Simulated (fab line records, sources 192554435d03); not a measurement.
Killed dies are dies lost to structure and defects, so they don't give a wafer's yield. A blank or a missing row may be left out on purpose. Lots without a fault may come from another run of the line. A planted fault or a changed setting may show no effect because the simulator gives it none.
Which tool did it? | flow n5_finfet | 9 lots, 25 wafers sampled, at 5 steps of a route of 1938

WHAT THE GAUGES READ, wafer by wafer
N5_BEOL_M4_RC_MEAS_101. Usual: DIBL_N 36.0 mV/V, standard deviation 2.5; DIBL_P 36.7 mV/V, standard deviation 3; IOFF_N 0.16 nA/um, standard deviation 0.043; IOFF_P 0.21 nA/um, standard deviation 0.049; ION_N 673 uA/um, standard deviation 15; ION_P 461 uA/um, standard deviation 9.8; SS_N 71.5 mV/dec, standard deviation 0.83; SS_P 73.4 mV/dec, standard deviation 0.83; VT_N 250 mV, standard deviation 4; VT_P -251 mV, standard deviation 4.
lot  | measured     | on        | DIBL_N (mV/V)  | DIBL_P (mV/V)  | IOFF_N (nA/um) | IOFF_P (nA/um) | ION_N (uA/um) | ION_P (uA/um) | SS_N (mV/dec)  | SS_P (mV/dec)  | VT_N (mV)   | VT_P (mV)      | flag
L593 | day 7 16:49  | prober-02 | 41.7 36.4 36.7 | 41.5 34.4 34.5 | 0.27 0.14 0.15 | 0.30 0.17 0.18 | 687 663 664   | 465 449 449   | 73.2 71.2 71.7 | 75.1 73.3 74.0 | 244 255 255 | -247 -257 -255 |
L602 | day 10 04:03 | prober-02 | 39.1 37.2 34.3 | 38.4 37.8 34.9 | 0.18 0.15 0.12 | 0.22 0.21 0.18 | 668 665 651   | 457 455 456   | 72.7 71.9 70.4 | 74.4 73.5 73.3 | 251 251 254 | -251 -252 -255 |
L604 | day 10 21:15 | prober-02 | 34.1 34.7 35.0 | 31.5 31.4 31.5 | 0.12 0.11 0.13 | 0.19 0.18 0.20 | 685 651 662   | 473 455 466   | 70.1 71.0 70.8 | 72.6 72.2 72.7 | 253 256 253 | -250 -248 -248 |
L605 | day 10 23:24 | prober-01 | 38.9 33.3 36.2 | 38.3 32.8 35.1 | 0.19 0.10 0.14 | 0.23 0.16 0.18 | 687 648 654   | 462 446 446   | 72.6 70.9 72.4 | 74.1 72.7 73.5 | 248 258 253 | -250 -253 -251 |
L609 | day 12 12:56 | prober-02 | 34.9 37.1      | 36.0 38.8      | 0.14 0.17      | 0.22 0.26      | 666 672       | 462 469       | 70.3 71.8      | 73.1 73.2      | 251 248     | -247 -246      |
L611 | day 13 00:16 | prober-02 | 33.7 35.5      | 35.3 37.1      | 0.12 0.15      | 0.17 0.19      | 674 679       | 458 461       | 71.4 71.3      | 72.8 73.7      | 255 250     | -256 -253      |
L613 | day 13 17:27 | prober-01 | 36.2 35.2 38.7 | 37.5 35.9 40.4 | 0.17 0.15 0.22 | 0.23 0.21 0.29 | 690 686 685   | 470 475 466   | 71.2 71.5 72.0 | 73.6 72.8 74.1 | 246 250 244 | -248 -248 -246 |
L614 | day 14 07:53 | prober-01 | 36.6 35.8 35.0 | 39.2 38.0 36.9 | 0.19 0.16 0.14 | 0.24 0.21 0.20 | 694 684 669   | 479 469 461   | 70.8 71.7 71.0 | 73.8 73.5 73.1 | 242 248 252 | -249 -251 -250 |
L615 | day 14 13:20 | prober-01 | 35.6 37.2 35.3 | 36.6 38.3 36.1 | 0.14 0.17 0.13 | 0.17 0.19 0.16 | 672 683 650   | 454 463 445   | 71.1 71.8 70.9 | 72.9 73.6 73.2 | 252 251 254 | -256 -254 -258 |

WHICH TOOL RAN EACH LOT (tool, then ch and the chambers of the sampled wafers, then the start)
lot  | N5_HKMG_FIN_STRIP_89              | N5_HKMG_FIN_STRIP_90              | N5_HKMG_FIN_ETCHBACK_68           | N5_HKMG_FIN_ALD_21
L593 | rie_diel-04 ch 0,3, day 4 12:49   | rie_diel-04 ch 1,3, day 4 13:56   | rie_metal-03 ch 0,1, day 4 14:06  | ald_metal-04 ch 1,2,3, day 4 14:40
L602 | rie_diel-05 ch 0,1,2, day 6 16:02 | rie_diel-06 ch 1,3, day 6 17:19   | rie_metal-02 ch 0,1, day 6 17:28  | ald_metal-04 ch 0,2,3, day 6 18:00
L604 | rie_diel-06 ch 0,2,3, day 7 05:14 | rie_diel-05 ch 0,1,2, day 7 06:18 | rie_metal-02 ch 1, day 7 08:25    | ald_metal-01 ch 0,3, day 7 09:17
L605 | rie_diel-06 ch 1,2,3, day 7 10:10 | rie_diel-06 ch 0,1,3, day 7 11:14 | rie_metal-01 ch 0,1, day 7 11:24  | ald_metal-04 ch 0,1,3, day 7 11:55
L609 | rie_diel-06 ch 0,2, day 8 12:08   | rie_diel-04 ch 0, day 8 13:13     | rie_metal-03 ch 0, day 8 13:22    | ald_metal-04 ch 0,2, day 8 13:53
L611 | rie_diel-06 ch 0,3, day 9 01:19   | rie_diel-06 ch 0,1, day 9 02:29   | rie_metal-03 ch 0, day 9 02:38    | ald_metal-04 ch 1,2, day 9 03:10
L613 | rie_diel-04 ch 0,1,3, day 9 12:31 | rie_diel-06 ch 1,2,3, day 9 13:35 | rie_metal-02 ch 1, day 9 13:49    | ald_metal-01 ch 0,2,3, day 9 14:23
L614 | rie_diel-04 ch 2,3, day 9 19:46   | rie_diel-06 ch 2,3, day 9 20:58   | rie_metal-03 ch 1, day 9 21:08    | ald_metal-01 ch 0,1,3, day 9 21:39
L615 | rie_diel-05 ch 0,2, day 10 03:15  | rie_diel-06 ch 1,3, day 10 04:19  | rie_metal-03 ch 0,1, day 10 04:29 | ald_metal-03 ch 0,3, day 10 05:00
- N5_HKMG_FIN_STRIP_89: strips SOC in N2/H2, time 20 s.
- N5_HKMG_FIN_STRIP_90: strips SOC in N2/H2, time 20 s.
- N5_HKMG_FIN_ETCHBACK_68: etches the open film in Cl2/Ar, stops on HfO2, target depth 0.5 nm.
- N5_HKMG_FIN_ALD_21: deposits TiN, target thk 1.5 nm, pulse time 1 s, purge time 3 s.

WHAT THE TOOLS THEMSELVES READ (means of the sampled wafers that have a number; where no wafer has one, the mark that the record gives instead)
N5_HKMG_FIN_STRIP_89. Usual: drypump_motor_current_A 5.8 A, standard deviation 0.46; oes_product_au 0.78 a.u., standard deviation 0.1; rf_vpp_V 54.0 V, standard deviation 0.91; showerhead_plenum_p_Torr 3.30 Torr, standard deviation 0.1; throttle_valve_pct 19.1 %, standard deviation 0.46.
lot  | tool        | drypump_motor_current_A (A) | oes_product_au (a.u.) | rf_vpp_V (V) | showerhead_plenum_p_Torr (Torr) | throttle_valve_pct (%) | flag
L593 | rie_diel-04 | 5.5                         | 0.80                  | 53.3         | 3.23                            | 19.1                   |
L602 | rie_diel-05 | 5.6                         | 0.77                  | 54.6         | 3.32                            | 18.8                   |
L604 | rie_diel-06 | 6.2                         | 0.77                  | 54.1         | 3.26                            | 19.3                   |
L605 | rie_diel-06 | 6.0                         | 0.78                  | 53.9         | 3.27                            | 19.3                   |
L609 | rie_diel-06 | 6.1                         | 0.69                  | 53.3         | 3.25                            | 19.4                   |
L611 | rie_diel-06 | 6.5                         | 0.80                  | 53.9         | 3.27                            | 19.1                   |
L613 | rie_diel-04 | 5.4                         | 0.76                  | 53.5         | 3.22                            | 18.8                   |
L614 | rie_diel-04 | 5.7                         | 0.77                  | 53.9         | 3.42                            | 19.0                   |
L615 | rie_diel-05 | 5.3                         | 0.78                  | 54.7         | 3.50                            | 18.7                   |

N5_HKMG_FIN_STRIP_90. Usual: drypump_motor_current_A 5.9 A, standard deviation 0.47; oes_product_au 0.76 a.u., standard deviation 0.097; rf_vpp_V 54.0 V, standard deviation 0.87; showerhead_plenum_p_Torr 3.29 Torr, standard deviation 0.085; throttle_valve_pct 19.2 %, standard deviation 0.42.
lot  | tool        | drypump_motor_current_A (A) | oes_product_au (a.u.) | rf_vpp_V (V) | showerhead_plenum_p_Torr (Torr) | throttle_valve_pct (%) | flag
L593 | rie_diel-04 | 5.3                         | 0.83                  | 54.9         | 3.25                            | 18.4                   |
L602 | rie_diel-06 | 6.2                         | 0.79                  | 53.4         | 3.31                            | 19.1                   |
L604 | rie_diel-05 | 5.6                         | 0.76                  | 53.8         | 3.32                            | 18.9                   |
L605 | rie_diel-06 | 6.4                         | 0.78                  | 54.6         | 3.29                            | 19.1                   |
L609 | rie_diel-04 | 5.6                         | 0.69                  | 53.2         | 3.19                            | 19.6                   |
L611 | rie_diel-06 | 6.3                         | 0.69                  | 53.5         | 3.29                            | 19.2                   |
L613 | rie_diel-06 | 6.0                         | 0.76                  | 53.8         | 3.26                            | 19.3                   |
L614 | rie_diel-06 | 6.2                         | 0.82                  | 53.2         | 3.25                            | 19.2                   |
L615 | rie_diel-06 | 6.2                         | 0.75                  | 54.1         | 3.29                            | 19.2                   |

N5_HKMG_FIN_ETCHBACK_68. Usual: bias_w 59.99 W, standard deviation 0.19; drypump_motor_current_A 5.48 A, standard deviation 0.21; oes_product_au 0.76 a.u., standard deviation 0.1; throttle_valve_pct 20.89 %, standard deviation 0.18.
lot  | tool         | bias_w (W) | drypump_motor_current_A (A) | oes_product_au (a.u.) | throttle_valve_pct (%) | flag
L593 | rie_metal-03 | 60.10      | 5.41                        | 0.70                  | 21.01                  |
L602 | rie_metal-02 | 59.89      | 5.37                        | 0.78                  | 20.98                  |
L604 | rie_metal-02 | 59.95      | 5.32                        | 0.86                  | 21.00                  |
L605 | rie_metal-01 | 59.99      | 5.67                        | 0.85                  | 20.69                  |
L609 | rie_metal-03 | 60.04      | 5.25                        | 0.79                  | 20.74                  |
L611 | rie_metal-03 | 60.11      | 5.25                        | 0.78                  | 20.76                  |
L613 | rie_metal-02 | 59.93      | 5.30                        | 0.85                  | 21.01                  |
L614 | rie_metal-03 | 59.93      | 5.48                        | 0.66                  | 21.14                  |
L615 | rie_metal-03 | 59.91      | 5.40                        | 0.69                  | 21.02                  |

N5_HKMG_FIN_ALD_21. Usual: heater_power_w 938 W, standard deviation 110; precursor_pulse_height_rel 1.000, standard deviation 0.022; susceptor_temp_C 400.01 C, standard deviation 0.23.
lot  | tool         | heater_power_w (W) | precursor_pulse_height_rel | susceptor_temp_C (C) | flag
L593 | ald_metal-04 | 1019               | 0.992                      | 399.82               |
L602 | ald_metal-04 | 965                | 1.006                      | 399.89               |
L604 | ald_metal-01 | 868                | 1.012                      | 399.85               |
L605 | ald_metal-04 | 958                | 1.012                      | 399.96               |
L609 | ald_metal-04 | 938                | 0.996                      | 399.81               |
L611 | ald_metal-04 | 985                | 1.014                      | 400.13               |
L613 | ald_metal-01 | 946                | 1.035                      | 400.07               |
L614 | ald_metal-01 | 868                | 0.991                      | 399.93               |
L615 | ald_metal-03 | 917                | 1.021                      | 399.98               |

THE ANSWER, worked out from the rows above alone
Rule: a lot is off if the mean of its wafers that have a number lies more than 3 standard deviations from the usual mean. A lot without any number at a reading at which 4 lots or more have one is off too. The other lots that the step has rows for count as sound. The gauges are gone through in route order, then the tools' own readings, and for those a lot's mean is taken as printed above. The first step at which some lot is off is used, and at that step the reading that is off furthest; a lot without a number counts as furthest.
No lot is off at any reading shown: from this, nothing can be told.

WHAT THE SIMULATOR HAD PUT IN
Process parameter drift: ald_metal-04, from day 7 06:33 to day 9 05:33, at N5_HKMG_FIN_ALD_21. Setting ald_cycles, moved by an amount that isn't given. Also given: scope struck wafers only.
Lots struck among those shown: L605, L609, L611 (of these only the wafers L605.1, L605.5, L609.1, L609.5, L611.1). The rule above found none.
